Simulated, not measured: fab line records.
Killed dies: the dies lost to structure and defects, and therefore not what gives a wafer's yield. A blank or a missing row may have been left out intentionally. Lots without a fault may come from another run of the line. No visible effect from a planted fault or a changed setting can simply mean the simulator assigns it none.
Split-lot study + flow n5Finfet + 21 wafers read across 7 lots, on a route 1938 steps long

## THE SPLIT
At N5_BEOL_M0_SAQP_ETCH_107 (etches SiNx in CH3F/O2, target depth 30 nm), the setting biasW was moved away from the recipe's 73 W on 8 of the 21 wafers read, by -10.8% to +15.0%. All remaining wafers had this setting at the recipe value.

The reading comes from the split's own step.

## THE READING
rfVppV, in V, at N5_BEOL_M0_SAQP_ETCH_107 (etches SiNx in CH3F/O2, target depth 30 nm). Typical for fault-free wafers on this fab line: 296.6 V, with standard deviation 2.4 V.

| wafer  | tool, chamber at the split | biasW as run, W | against the recipe | rfVppV, V | against lot-mates on the recipe |
|--------|----------------------------|-----------------|--------------------|-----------|---------------------------------|
| L074.4 | rieDiel-03, 2              | 73              | recipe             | 297.4     | -                               |
| L074.5 | rieDiel-03, 0              | 73              | recipe             | 298.6     | -                               |
| L074.6 | rieDiel-03, 1              | 73              | recipe             | 294.8     | -                               |
| L075.2 | rieDiel-02, 1              | 73              | recipe             | 294.2     | -                               |
| L075.3 | rieDiel-02, 0              | 73              | recipe             | 297.3     | -                               |
| L075.6 | rieDiel-02, 0              | 65.25           | -10.6%             | 270.7     | -25.1                           |
| L078.2 | rieDiel-05, 1              | 77.62           | +6.3%              | 315.3     | +16.0                           |
| L078.4 | rieDiel-05, 3              | 73              | recipe             | 299.3     | -                               |
| L078.6 | rieDiel-05, 0              | 77.62           | +6.3%              | 310.8     | +11.5                           |
| L080.1 | rieDiel-02, 3              | 83.98           | +15.0%             | 326.8     | +32.5                           |
| L080.4 | rieDiel-02, 0              | 83.98           | +15.0%             | 331.7     | +37.4                           |
| L080.5 | rieDiel-02, 1              | 73              | recipe             | 294.3     | -                               |
| L084.3 | rieDiel-02, 1              | 73              | recipe             | 294.5     | -                               |
| L084.4 | rieDiel-02, 3              | 73              | recipe             | 291.9     | -                               |
| L084.5 | rieDiel-02, 1              | 73              | recipe             | 292.9     | -                               |
| L088.1 | rieDiel-02, 1              | 73              | recipe             | 293.7     | -                               |
| L088.3 | rieDiel-02, 0              | 73              | recipe             | 297.4     | -                               |
| L088.4 | rieDiel-02, 2              | 73              | recipe             | 296.9     | -                               |
| L096.1 | rieDiel-03, 0              | 65.09           | -10.8%             | 272.4     | no lot-mate on the recipe       |
| L096.2 | rieDiel-03, 2              | 65.09           | -10.8%             | 271.8     | no lot-mate on the recipe       |
| L096.6 | rieDiel-03, 3              | 65.09           | -10.8%             | 273.6     | no lot-mate on the recipe       |

FIT RESULTS
A straight line over all 21 wafers: rfVppV changes by +2.25 V for each +1% of biasW; r = +0.99; the points scatter about the line by 2.4 V.
The same after taking each lot's own level away (the mean of its wafers on the recipe; 18 wafers): +2.32 V for each +1%; r = +0.99; scatter 1.7 V.
The reading moves by 35 V for the largest change in biasW, on that fit.
The span of the lots' own levels, 293.10 to 299.30 V, comes to 2.6 times the standard deviation stated above.
Consequently the slope shifts little with the lot-to-lot level, the two slopes agreeing.
Check: +36 V against its lot-mates is what the line predicts for one of the wafers moved furthest among these (+15.0%) when that wafer is left out of the fit. It came out at +32.5 V against them.
Tool readings at the split's step, against how far the setting was moved: rfVppV r = +0.99.

## OTHER SPLITS APPLIED TO THESE WAFERS
Note: prior to the reading, these wafers also went through further splits. Each is held against what the fit with the lots' levels taken away leaves over:
| other split on the same wafers        | wafers away from the commonest value | r with rfVppV (lot level and that fit taken away) |
|---------------------------------------|--------------------------------------|---------------------------------------------------|
| N5_SDB_COAT_04 timeS                  | 10                                   | +0.03                                             |
| N5_HKMG_FIN_ETCH_31 biasW             | 7                                    | +0.25                                             |
| N5_HKMG_FIN_COAT_85 spinRpm           | 8                                    | +0.21                                             |
| N5_MOL_CONTACT_COAG_COAT_75 spinRpm   | 8                                    | -0.11                                             |
| N5_MOL_CONTACT_COAG_COAT_76 spinRpm   | 7                                    | -0.27                                             |
| N5_MOL_CONTACT_COAG_ALD_133 aldCycles | 5                                    | +0.00                                             |
| N5_MOL_CONTACT_COAG_ETCH_124 sourceW  | 8                                    | +0.04                                             |
| N5_BEOL_M0_SAQP_COAT_105 spinRpm      | 5                                    | +0.04                                             |

## THE FILE'S OWN FIT
rfVppV changes by +2.32 V for each +1% of biasW, r = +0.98.
